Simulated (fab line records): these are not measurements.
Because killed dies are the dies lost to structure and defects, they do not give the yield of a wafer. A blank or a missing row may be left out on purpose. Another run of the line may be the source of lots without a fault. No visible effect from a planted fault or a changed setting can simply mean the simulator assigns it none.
What tool caused it? | flow n5_finfet | Sampling: 22 lots, 66 wafers, 5 of 1938 route steps

## WHAT EACH GAUGE READ, for each wafer
N5_BEOL_M10_CD_MEAS_18: pitch 140 nm, target cd 70 nm.
lot  | measured     | on        | cd_nm (nm)
L074 | day 9 17:47  | cd_sem-02 | 69.4 69.9 70.8
L076 | day 10 00:59 | cd_sem-02 | 71.5 70.5 69.9
L075 | day 10 02:10 | cd_sem-03 | 70.7 69.6 69.7
L077 | day 10 07:40 | cd_sem-01 | 69.4 69.6 69.2
L078 | day 10 09:52 | cd_sem-02 | 69.9 71.6 71.1
L079 | day 10 14:29 | cd_sem-02 | 71.1 70.5 71.1
L080 | day 10 16:42 | cd_sem-02 | 70.3 70.4 69.1
L082 | day 10 20:10 | cd_sem-03 | 71.0 70.7 70.7
L081 | day 11 01:01 | cd_sem-03 | 71.1 71.3 71.0
L083 | day 11 02:25 | cd_sem-01 | 70.1 70.6 70.3
L084 | day 11 09:13 | cd_sem-03 | 72.0 69.5 69.8
L088 | day 14 17:46 | cd_sem-03 | 70.5 71.2 70.9
L095 | day 15 07:28 | cd_sem-03 | 69.8 69.7 70.2
L094 | day 15 07:47 | cd_sem-01 | 70.0 70.9 70.8
L085 | day 15 08:05 | cd_sem-01 | 69.6 69.5 69.7
L089 | day 15 17:50 | cd_sem-03 | 71.4 70.2 71.3
L091 | day 16 01:49 | cd_sem-01 | 70.1 69.4 69.9
L093 | day 16 14:58 | cd_sem-03 | 70.1 69.6 70.2
L087 | day 16 15:19 | cd_sem-02 | 70.7 71.2 70.0
L096 | day 16 18:34 | cd_sem-03 | 69.4 69.3 69.1
L086 | day 17 02:55 | cd_sem-01 | 69.9 70.2 70.6
L097 | day 17 03:01 | cd_sem-01 | 70.0 70.6 69.6

## WHAT TOOL EACH LOT RAN ON (gives the tool, then ch and the chambers of the sampled wafers, and finally the start)
lot  | N5_BEOL_M9_ALD_74                   | N5_BEOL_M10_CURE_71           | N5_BEOL_M10_STRIP_67               | N5_BEOL_M10_HM_OPEN_17
L074 | ald_metal-04 ch 0,1,3, day 9 12:19  | uv_cure-02 ch 1, day 9 15:00  | rie_diel-03 ch 0,2,3, day 9 17:27  | rie_metal-03 ch 0,1, day 9 17:29
L076 | ald_metal-02 ch 0,1,3, day 9 21:11  | uv_cure-02 ch 1, day 9 23:28  | rie_diel-02 ch 0,3, day 10 00:45   | rie_metal-03 ch 0,1, day 10 00:49
L075 | ald_metal-02 ch 0,2, day 9 22:13    | uv_cure-02 ch 0, day 10 00:10 | rie_diel-04 ch 0,2, day 10 01:56   | rie_metal-02 ch 0,1, day 10 01:59
L077 | ald_metal-04 ch 0,2, day 10 03:51   | uv_cure-02 ch 0, day 10 05:56 | rie_diel-04 ch 1,3, day 10 07:26   | rie_metal-01 ch 0,1, day 10 07:28
L078 | ald_metal-04 ch 0,1,3, day 10 06:05 | uv_cure-02 ch 0, day 10 07:52 | rie_diel-02 ch 0,3, day 10 09:13   | rie_metal-03 ch 0, day 10 09:16
L079 | ald_metal-01 ch 1,2, day 10 10:51   | uv_cure-03 ch 1, day 10 12:26 | rie_diel-03 ch 1,2, day 10 14:10   | rie_metal-01 ch 1, day 10 14:13
L080 | ald_metal-02 ch 0,1,2, day 10 13:19 | uv_cure-01 ch 2, day 10 15:07 | rie_diel-03 ch 1,3, day 10 16:29   | rie_metal-02 ch 0,1, day 10 16:31
L082 | ald_metal-02 ch 0,1,3, day 10 15:59 | uv_cure-02 ch 1, day 10 18:43 | rie_diel-02 ch 1,2,3, day 10 19:56 | rie_metal-02 ch 0,1, day 10 19:59
L081 | ald_metal-02 ch 0,1,3, day 10 21:43 | uv_cure-01 ch 1, day 10 23:20 | rie_diel-02 ch 2,3, day 11 00:42   | rie_metal-03 ch 0, day 11 00:46
L083 | ald_metal-02 ch 0,1,3, day 10 22:53 | uv_cure-02 ch 0, day 11 00:31 | rie_diel-02 ch 0,2,3, day 11 02:07 | rie_metal-03 ch 0, day 11 02:09
L084 | ald_metal-02 ch 0,1,2, day 11 05:21 | uv_cure-01 ch 1, day 11 06:59 | rie_diel-03 ch 2,3, day 11 08:57   | rie_metal-01 ch 0,1, day 11 08:59
L088 | ald_metal-02 ch 0,1, day 14 12:49   | uv_cure-01 ch 2, day 14 14:27 | rie_diel-04 ch 0,1,3, day 14 17:32 | rie_metal-02 ch 0,1, day 14 17:35
L095 | ald_metal-02 ch 0,1,2, day 14 23:59 | uv_cure-03 ch 0, day 15 03:10 | rie_diel-02 ch 0,2,3, day 15 07:07 | rie_metal-01 ch 0,1, day 15 07:10
L094 | ald_metal-02 ch 2,3, day 15 02:09   | uv_cure-03 ch 0, day 15 04:01 | rie_diel-03 ch 0,1, day 15 07:27   | rie_metal-01 ch 0,1, day 15 07:32
L085 | ald_metal-04 ch 1,2,3, day 15 02:29 | uv_cure-01 ch 2, day 15 04:43 | rie_diel-03 ch 2,3, day 15 07:49   | rie_metal-02 ch 1, day 15 07:51
L089 | ald_metal-02 ch 1,2,3, day 15 12:32 | uv_cure-03 ch 0, day 15 14:29 | rie_diel-03 ch 2,3, day 15 17:36   | rie_metal-02 ch 0,1, day 15 17:40
L091 | ald_metal-02 ch 0,2,3, day 15 21:27 | uv_cure-01 ch 2, day 15 23:20 | rie_diel-04 ch 1,2,3, day 16 01:35 | rie_metal-02 ch 0,1, day 16 01:38
L093 | ald_metal-01 ch 1,2,3, day 16 10:23 | uv_cure-02 ch 1, day 16 12:04 | rie_diel-04 ch 0,1,2, day 16 14:44 | rie_metal-01 ch 0,1, day 16 14:46
L087 | ald_metal-01 ch 0,1,2, day 16 10:38 | uv_cure-02 ch 0, day 16 12:28 | rie_diel-03 ch 0,1,3, day 16 14:58 | rie_metal-03 ch 0,1, day 16 15:01
L096 | ald_metal-02 ch 2,3, day 16 14:44   | uv_cure-01 ch 2, day 16 16:23 | rie_diel-04 ch 0,1,2, day 16 18:21 | rie_metal-02 ch 1, day 16 18:23
L086 | ald_metal-04 ch 0,2,3, day 16 20:26 | uv_cure-02 ch 1, day 16 22:57 | rie_diel-02 ch 0,1,3, day 17 02:41 | rie_metal-02 ch 0,1, day 17 02:46
L097 | ald_metal-04 ch 0,1,3, day 16 21:07 | uv_cure-03 ch 0, day 16 23:11 | rie_diel-04 ch 0,2,3, day 17 02:48 | rie_metal-01 ch 0,1, day 17 02:50
- N5_BEOL_M9_ALD_74: deposits TaN, target thk 2 nm, pulse time 2 s, purge time 3 s.
- N5_BEOL_M10_CURE_71: cures SiCOH lowk, time 240 s.
- N5_BEOL_M10_STRIP_67: strips in CF4.
- N5_BEOL_M10_HM_OPEN_17: chemistry Cl2/BCl3, target TiN, target depth 20 nm, overetch 6 nm.

## AS READ BY THE TOOLS THEMSELVES (means over the sampled wafers that have a number; for cases with no such wafer, the mark the record gives instead)
N5_BEOL_M9_ALD_74.
lot  | tool         | chamber_pressure_Torr (Torr) | heater_power_w (W) | precursor_vessel_temp_c (C) | susceptor_temp_C (C)
L074 | ald_metal-04 | 3.003                        | 417                | 75.04                       | 274.94
L076 | ald_metal-02 | 2.998                        | 393                | 75.05                       | 274.82
L075 | ald_metal-02 | 2.990                        | 450                | 74.98                       | 274.89
L077 | ald_metal-04 | 3.002                        | 377                | 75.00                       | 275.09
L078 | ald_metal-04 | 2.999                        | 413                | 75.08                       | 274.81
L079 | ald_metal-01 | 2.995                        | 400                | 75.14                       | 274.84
L080 | ald_metal-02 | 3.002                        | 440                | 74.96                       | 275.14
L082 | ald_metal-02 | 2.994                        | 392                | 74.94                       | 274.84
L081 | ald_metal-02 | 3.000                        | 396                | 74.93                       | 275.04
L083 | ald_metal-02 | 3.000                        | 396                | 74.96                       | 274.75
L084 | ald_metal-02 | 3.002                        | 439                | 75.01                       | 275.11
L088 | ald_metal-02 | 3.004                        | 411                | 75.10                       | 275.04
L095 | ald_metal-02 | 2.998                        | 442                | 75.02                       | 275.03
L094 | ald_metal-02 | 3.003                        | 467                | 74.79                       | 275.10
L085 | ald_metal-04 | 2.998                        | 387                | 74.98                       | 274.75
L089 | ald_metal-02 | 3.003                        | 422                | 75.09                       | 275.02
L091 | ald_metal-02 | 3.004                        | 437                | 74.99                       | 274.89
L093 | ald_metal-01 | 3.004                        | 401                | 75.01                       | 275.17
L087 | ald_metal-01 | 3.001                        | 376                | 75.07                       | 274.90
L096 | ald_metal-02 | 3.001                        | 421                | 74.94                       | 274.83
L086 | ald_metal-04 | 2.998                        | 382                | 74.99                       | 274.93
L097 | ald_metal-04 | 3.000                        | 412                | 75.03                       | 275.12

N5_BEOL_M10_CURE_71.
lot  | tool       | lamp_power_pct (%) | wafer_temp_C_max
L074 | uv_cure-02 | 52.31              | 387.3
L076 | uv_cure-02 | 52.31              | 387.7
L075 | uv_cure-02 | 52.30              | 387.8
L077 | uv_cure-02 | 52.32              | 387.4
L078 | uv_cure-02 | 52.36              | 388.3
L079 | uv_cure-03 | 52.30              | 386.7
L080 | uv_cure-01 | 52.30              | 387.8
L082 | uv_cure-02 | 52.32              | 387.5
L081 | uv_cure-01 | 52.30              | 386.7
L083 | uv_cure-02 | 52.35              | 387.2
L084 | uv_cure-01 | 52.33              | 386.7
L088 | uv_cure-01 | 52.37              | 388.0
L095 | uv_cure-03 | 52.32              | 387.5
L094 | uv_cure-03 | 52.36              | 387.8
L085 | uv_cure-01 | 52.31              | 388.0
L089 | uv_cure-03 | 52.33              | 387.6
L091 | uv_cure-01 | 52.30              | 388.6
L093 | uv_cure-02 | 52.29              | 387.4
L087 | uv_cure-02 | 52.33              | 387.0
L096 | uv_cure-01 | 52.30              | 387.8
L086 | uv_cure-02 | 52.35              | 388.0
L097 | uv_cure-03 | 52.34              | 388.6

N5_BEOL_M10_STRIP_67.
lot  | tool        | cf4_flow_sccm (sccm) | drypump_motor_current_A (A) | oes_product_au (a.u.) | rf_vpp_V (V) | showerhead_plenum_p_Torr (Torr) | throttle_valve_pct (%)
L074 | rie_diel-03 | 149.8                | 5.4                         | 0.74                  | 270.7        | 1.78                            | 13.62
L076 | rie_diel-02 | 150.1                | 6.4                         | 0.77                  | 270.3        | 1.74                            | 13.68
L075 | rie_diel-04 | 149.5                | 6.3                         | 0.78                  | 269.0        | 1.73                            | 13.85
L077 | rie_diel-04 | 149.4                | 5.6                         | 0.86                  | 271.2        | 1.78                            | 13.35
L078 | rie_diel-02 | 150.0                | 6.4                         | 0.76                  | 269.1        | 1.74                            | 13.69
L079 | rie_diel-03 | 150.1                | 5.4                         | 0.74                  | 270.9        | 1.78                            | 13.72
L080 | rie_diel-03 | 150.4                | 5.6                         | 0.82                  | 272.0        | 1.86                            | 13.48
L082 | rie_diel-02 | 149.6                | 6.2                         | 0.83                  | 273.2        | 1.85                            | 13.40
L081 | rie_diel-02 | 150.2                | 6.1                         | 0.79                  | 272.2        | 1.84                            | 13.51
L083 | rie_diel-02 | 149.6                | 6.2                         | 0.77                  | 271.2        | 1.79                            | 13.62
L084 | rie_diel-03 | 150.5                | 5.3                         | 0.77                  | 272.2        | 1.84                            | 13.44
L088 | rie_diel-04 | 150.3                | 6.0                         | 0.84                  | 270.7        | 1.78                            | 13.45
L095 | rie_diel-02 | 149.9                | 6.2                         | 0.75                  | 271.2        | 1.78                            | 13.68
L094 | rie_diel-03 | 149.8                | 5.8                         | 0.83                  | 271.6        | 1.85                            | 13.79
L085 | rie_diel-03 | 150.0                | 5.2                         | 0.90                  | 270.9        | 1.79                            | 13.23
L089 | rie_diel-03 | 150.1                | 5.3                         | 0.84                  | 271.8        | 1.83                            | 13.31
L091 | rie_diel-04 | 149.8                | 6.0                         | 0.87                  | 271.7        | 1.82                            | 13.55
L093 | rie_diel-04 | 150.1                | 6.3                         | 0.87                  | 272.0        | 1.83                            | 13.59
L087 | rie_diel-03 | 150.3                | 5.7                         | 0.82                  | 272.9        | 1.87                            | 13.63
L096 | rie_diel-04 | 150.0                | 6.3                         | 0.87                  | 271.2        | 1.83                            | 13.60
L086 | rie_diel-02 | 150.1                | 6.3                         | 0.86                  | 270.8        | 1.79                            | 13.42
L097 | rie_diel-04 | 149.8                | 6.0                         | 0.86                  | 271.2        | 1.80                            | 13.49

N5_BEOL_M10_HM_OPEN_17.
lot  | tool         | bcl3_flow_sccm (sccm) | drypump_motor_current_A (A) | mfc_cl2_sccm (sccm) | oes_ar_750_au (a.u.) | oes_product_au (a.u.) | throttle_valve_pct (%)
L074 | rie_metal-03 | 21.80                 | 6.1                         | 53.19               | 0.69                 | 0.58                  | 22.26
L076 | rie_metal-03 | 21.74                 | 6.1                         | 53.27               | 0.69                 | 0.58                  | 22.27
L075 | rie_metal-02 | 21.74                 | 5.7                         | 53.04               | 0.83                 | 0.71                  | 21.93
L077 | rie_metal-01 | 21.81                 | 5.3                         | 53.38               | 0.71                 | 0.62                  | 22.26
L078 | rie_metal-03 | 21.81                 | 6.0                         | 52.89               | 0.83                 | 0.72                  | 22.17
L079 | rie_metal-01 | 21.73                 | 5.1                         | 53.30               | 0.79                 | 0.66                  | 22.11
L080 | rie_metal-02 | 21.69                 | 5.8                         | 53.12               | 0.81                 | 0.68                  | 21.81
L082 | rie_metal-02 | 21.75                 | 5.7                         | 53.13               | 0.82                 | 0.71                  | 21.92
L081 | rie_metal-03 | 21.78                 | 6.0                         | 53.34               | 0.82                 | 0.72                  | 22.16
L083 | rie_metal-03 | 21.71                 | 6.0                         | 53.22               | 0.82                 | 0.72                  | 22.15
L084 | rie_metal-01 | 21.70                 | 5.6                         | 53.22               | 0.88                 | 0.77                  | 22.19
L088 | rie_metal-02 | 21.76                 | 5.8                         | 53.32               | 0.78                 | 0.66                  | 21.84
L095 | rie_metal-01 | 21.76                 | 5.6                         | 53.19               | 0.83                 | 0.72                  | 22.22
L094 | rie_metal-01 | 21.78                 | 5.6                         | 53.43               | 0.83                 | 0.72                  | 22.23
L085 | rie_metal-02 | 21.77                 | 5.6                         | 53.29               | 0.82                 | 0.69                  | 22.09
L089 | rie_metal-02 | 21.81                 | 5.7                         | 53.14               | 0.79                 | 0.68                  | 21.95
L091 | rie_metal-02 | 21.77                 | 5.8                         | 53.24               | 0.77                 | 0.66                  | 21.84
L093 | rie_metal-01 | 21.74                 | 5.6                         | 53.28               | 0.82                 | 0.71                  | 22.23
L087 | rie_metal-03 | 21.72                 | 6.0                         | 53.45               | 0.83                 | 0.71                  | 22.13
L096 | rie_metal-02 | 21.73                 | 5.7                         | 53.16               | 0.81                 | 0.69                  | 22.09
L086 | rie_metal-02 | 21.68                 | 5.8                         | 53.16               | 0.77                 | 0.65                  | 21.84
L097 | rie_metal-01 | 21.70                 | 5.6                         | 53.23               | 0.82                 | 0.71                  | 22.23

## THE ANSWER, worked out from the rows above alone
Rule: usual is defined by the lots themselves. The widest of any qualifying gaps counts: lots, ordered by their means at a reading, are off when they make up no more than a third of the lots, leave a main group of 4 or more, and stand apart from it by 3 or more times the standard deviation of that group's means. The tables above print the reading to a certain number of digits; a main group whose means all agree to those digits is not used. A lot without any number at a reading at which 4 lots or more have one is off too. All remaining lots with rows at the step are treated as sound. Order of review: gauges by route order, followed by the tools' own readings, for which a lot's mean as printed above is used. The first step at which some lot is off is used, and at that step the reading that is off furthest; a lot without a number counts as furthest.
No lot is off at any reading shown: from this, nothing can be told.

## WHAT WAS PUT IN BY THE SIMULATOR
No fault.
